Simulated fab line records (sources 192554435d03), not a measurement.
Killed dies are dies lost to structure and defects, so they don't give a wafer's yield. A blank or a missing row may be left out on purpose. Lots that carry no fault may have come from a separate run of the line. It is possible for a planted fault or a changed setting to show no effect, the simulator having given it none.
Split-lot experiment | flow n5-finfet | on a route of 1938 steps: 7 lots, 21 wafers read

SPLIT DETAILS
At N5_HKMG_FIN_ETCH_54 (etches SiARC in CF4, target depth 45.5 nm, time 75.8 s), the setting source-w was moved away from the recipe's 545 W on 9 of the 21 wafers read, by -15.4% to +15.4%. For the rest of the wafers, this setting stayed at what the recipe calls for.

The split's own step is where the reading is taken.

THE READING
rf-vpp-V, in V, at N5_HKMG_FIN_ETCH_54 (etches SiARC in CF4, target depth 45.5 nm, time 75.8 s). Typical for fault-free wafers on this fab line: 184.1 V, with standard deviation 1.1 V.

wafer  | tool, chamber at the split | source-w as run, W | against the recipe | rf-vpp-V, V | against lot-mates on the recipe
L078.4 | rie-diel-01, 0             | 495.4              | -9.1%              | 190.2       | +5.7
L078.5 | rie-diel-01, 2             | 545                | recipe             | 184.5       | -
L078.6 | rie-diel-01, 1             | 495.4              | -9.1%              | 188.6       | +4.1
L080.3 | rie-diel-03, 0             | 545                | recipe             | 183.3       | -
L080.4 | rie-diel-03, 1             | 545                | recipe             | 183.5       | -
L080.5 | rie-diel-03, 3             | 545                | recipe             | 184.0       | -
L081.1 | rie-diel-04, 2             | 545                | recipe             | 183.2       | -
L081.2 | rie-diel-04, 0             | 545                | recipe             | 183.7       | -
L081.5 | rie-diel-04, 3             | 628.9              | +15.4%             | 177.2       | -6.2
L084.1 | rie-diel-03, 2             | 545                | recipe             | 185.3       | -
L084.4 | rie-diel-03, 3             | 626.7              | +15.0%             | 174.0       | -9.9
L084.5 | rie-diel-03, 3             | 545                | recipe             | 182.6       | -
L093.1 | rie-diel-03, 1             | 545                | recipe             | 182.4       | -
L093.3 | rie-diel-03, 3             | 545                | recipe             | 182.7       | -
L093.6 | rie-diel-03, 2             | 461.2              | -15.4%             | 197.2       | +14.6
L096.3 | rie-diel-04, 1             | 545                | recipe             | 184.5       | -
L096.4 | rie-diel-04, 3             | 465                | -14.7%             | 195.6       | +11.1
L096.5 | rie-diel-04, 1             | 465                | -14.7%             | 194.3       | +9.8
L097.1 | rie-diel-03, 1             | 576.7              | +5.8%              | 180.4       | -2.5
L097.3 | rie-diel-03, 3             | 545                | recipe             | 182.9       | -
L097.6 | rie-diel-03, 1             | 576.7              | +5.8%              | 179.4       | -3.5

FIT RESULTS
A straight line over all 21 wafers: rf-vpp-V changes by -0.678 V for each +1% of source-w; r = -0.97; the points scatter about the line by 1.4 V.
The same after taking each lot's own level away (the mean of its wafers on the recipe; 21 wafers): -0.655 V for each +1%; r = -0.96; scatter 1.5 V.
Per that fit: largest source-w move, reading shift of 10 V.
The lots' own levels span 182.55 to 184.50 V, that is 1.8 times the standard deviation above.
The two slopes agree, so the slope changes little with the lot-to-lot level.
Check: with one of the wafers moved furthest among these (+15.4%) left out of the fit, the line predicts -10.7 V for it against its lot-mates. Against them it came out at -6.25 V.
Tool readings at the split's step, against how far the setting was moved: etch-rf-on-time-s r = -0.98; rf-vpp-V r = -0.97.

ADDITIONAL SPLITS CARRIED BY THESE WAFERS
Before the reading, these wafers also passed through other splits. Each is held against what the fit with the lots' levels taken away leaves over:
other split on the same wafers | wafers away from the commonest value | r with rf-vpp-V (lot level and that fit taken away)
N5_SDB_EXPOSE_08 dose-mj       | 5                                    | +0.35

THE WHOLE CHAIN: every reading that the file lists as answering this split, in the file's order
step                | what it does                                           | reading           | change (the file's fit)              | r (the file's)
N5_HKMG_FIN_ETCH_54 | etches SiARC in CF4, target depth 45.5 nm, time 75.8 s | etch-rf-on-time-s | withheld for each +1% of the setting | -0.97
N5_HKMG_FIN_ETCH_54 | etches SiARC in CF4, target depth 45.5 nm, time 75.8 s | rf-vpp-V          | -0.666 V for each +1% of the setting | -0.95

FILE'S OWN FIT
rf-vpp-V changes by -0.666 V for each +1% of source-w, r = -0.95.
